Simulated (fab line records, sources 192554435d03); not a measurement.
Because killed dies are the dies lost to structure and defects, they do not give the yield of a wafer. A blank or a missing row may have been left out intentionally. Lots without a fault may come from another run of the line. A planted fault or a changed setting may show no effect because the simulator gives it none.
A lot that was struck, set against a sound lot | flow n5-finfet | 16 steps out of a route of 1938
Sound: the wafers L781.2, L781.3, L781.6. Struck: wafer L795.1 (L795.3, L795.4, from the same lot, were not struck and are left out); the cause is given at the end.
Order at every step that has rows: each side's tool, ch and its chambers, its first start. Under that, the readings that differ: sound wafers | struck wafers | difference of the means | sigmas: that difference in standard deviations of wafers without a fault.
alike: a reading whose means differ by less than 2 such deviations, as well as words and numbers matching on both sides. not compared: withheld readings; readings where some wafer has no value; bounds like >300 that might hide an equal value; numbers whose values overlap and for which the record gives no deviation.
A row with sigmas, a row that says differs or no value, or rows on one side alone: a step with any of these is where the two part. Numbers that have no deviation but don't overlap get no sigmas and don't part them. Lack of a reading on every wafer of one side parts them only where that side has two or more wafers.

N5_HKMG_FIN_STRIP_93: strips SOC in N2/H2, time 20 s.
  sound on rie-diel-01 ch 1,3, day 4 17:12; struck on rie-diel-01 ch 0, day 8 07:01
  alike: drypump-motor-current-A, oes-product-au, rf-vpp-V, showerhead-plenum-p-Torr, temp-c, throttle-valve-pct
  not compared: rf-hours-counter-h
then, 1 step without rows for these wafers: N5_HKMG_FIN_WET_ETCH_76 (etches Al2O3 in dNH4OH, stops on La2O3, target depth 2.25 nm, rinse time 30 s).
N5_HKMG_FIN_STRIP_60: strips in N2/H2, time 360 s.
  sound on plasma-asher-02 ch 0,1, day 4 17:21; struck on plasma-asher-02 ch 1, day 8 07:10
  alike: drypump-motor-current-A, heater-power-w, temp-c
  not compared: rf-hours-counter-h
then, 2 steps without rows for these wafers: N5_HKMG_FIN_WET_ETCH_77 (etches La2O3 in dHCl, stops on HfO2, target depth 2 nm); N5_HKMG_FIN_WET_ETCH_78 (etches Al2O3 in dNH4OH, stops on La2O3, target depth 4.5 nm, rinse time 30 s).
N5_HKMG_FIN_ALD_79: deposits TiN, target thk 1.5 nm, pulse time 1 s, purge time 3 s.
  sound on ald-metal-02 ch 0,1,3, day 4 17:51; struck on ald-metal-03 ch 2, day 8 07:46
  alike: heater-power-w, precursor-pulse-height-rel, susceptor-temp-C
N5_HKMG_FIN_CVD_62: deposits a-Si from Si2H6, target thk 3 nm, time 20.8 s.
  sound on thermal-cvd-si-01 ch 0,1,2, day 4 18:13; struck on thermal-cvd-si-01 ch 1, day 8 08:08
  alike: heater-power-w
then, 5 steps without rows for these wafers: N5_HKMG_FIN_RTA_80 (time 2 s); N5_HKMG_FIN_PRECLEAN_64 (cleans in dHF, time 30 s); N5_HKMG_FIN_WET_ETCH_65 (etches a-Si in TMAH, stops on TiN, time 49 s, target depth 3 nm); N5_HKMG_FIN_WET_ETCH_81 (etches TiN in SC1, stops on HfO2, time 57 s, target depth 6 nm); N5_HKMG_FIN_WET_ETCH_82 (etches La2O3 in dHCl, stops on HfO2, target depth 2 nm, rinse time 30 s).
N5_HKMG_FIN_ALD_36: deposits TiN, target thk 1 nm, pulse time 1 s, purge time 3 s.
  sound on ald-metal-03 ch 1,2,3, day 4 18:37; struck on ald-metal-02 ch 2, day 8 08:35
  reading              | sound                | struck | difference | sigmas
  susceptor-temp-C (C) | 400.08 400.01 399.74 | 385.97 | -13.97     | -58
  alike: heater-power-w, precursor-pulse-height-rel
N5_HKMG_FIN_THK_MEAS_70: measures by xrf.
  sound on film-metro-01, day 4 18:53; struck on film-metro-01, day 8 08:52
  alike: HK_THK
-- the record jumps here: 4 days lie between the struck wafers' starts before and after (it left off in module HKMG_FIN and takes up again in module BEOL_M4, whose first step shown is number 1111 of the route) --
N5_BEOL_M4_RC_MEAS_101:
  sound on prober-01 ch 0, day 8 20:35; struck on prober-01 ch 0, day 12 19:22
  reading       | sound       | struck | difference | sigmas
  ION_P (uA/um) | 472 454 462 | 438    | -25        | -3
  alike: DIBL_N, DIBL_P, IOFF_N, IOFF_P, ION_N, SS_N, SS_P, VT_N, VT_P
-- record jumps: 5 days separate the struck wafers' starts on either side; left off in module BEOL_M4, taken up again in module PASSIVATION, whose first shown step is the route's number 1936 --
N5_PASSIVATION_PROBE_49:
  sound on prober-01, day 13 13:28; struck on prober-02, day 17 13:36
  reading              | sound | struck | difference | sigmas
  killed-at-other      | 8 9 7 | 1      | -7         | -2
  sort_bin_8_speed (%) | 0 0 0 | 0.25   | +0.25      | +2
  alike: defect-limited-yield, killed_at_M0_to_M3, killed_at_M4_up, killed-at-contacts, killed-at-front-end, killed-dies, killed-on-rim, killed-open, killed-short, sort_bin_4_leakage, sort_bin_5_function, sort_bin_6_memory, sort-n-pass, sort-yield-pct

== WHERE THEY PART ==
First at N5_HKMG_FIN_ALD_36; last, within this record, at N5_PASSIVATION_PROBE_49.

WHY: what had been put in by the simulator
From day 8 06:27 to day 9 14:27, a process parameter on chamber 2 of ald-metal-02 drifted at N5_HKMG_FIN_ALD_36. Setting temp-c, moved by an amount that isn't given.
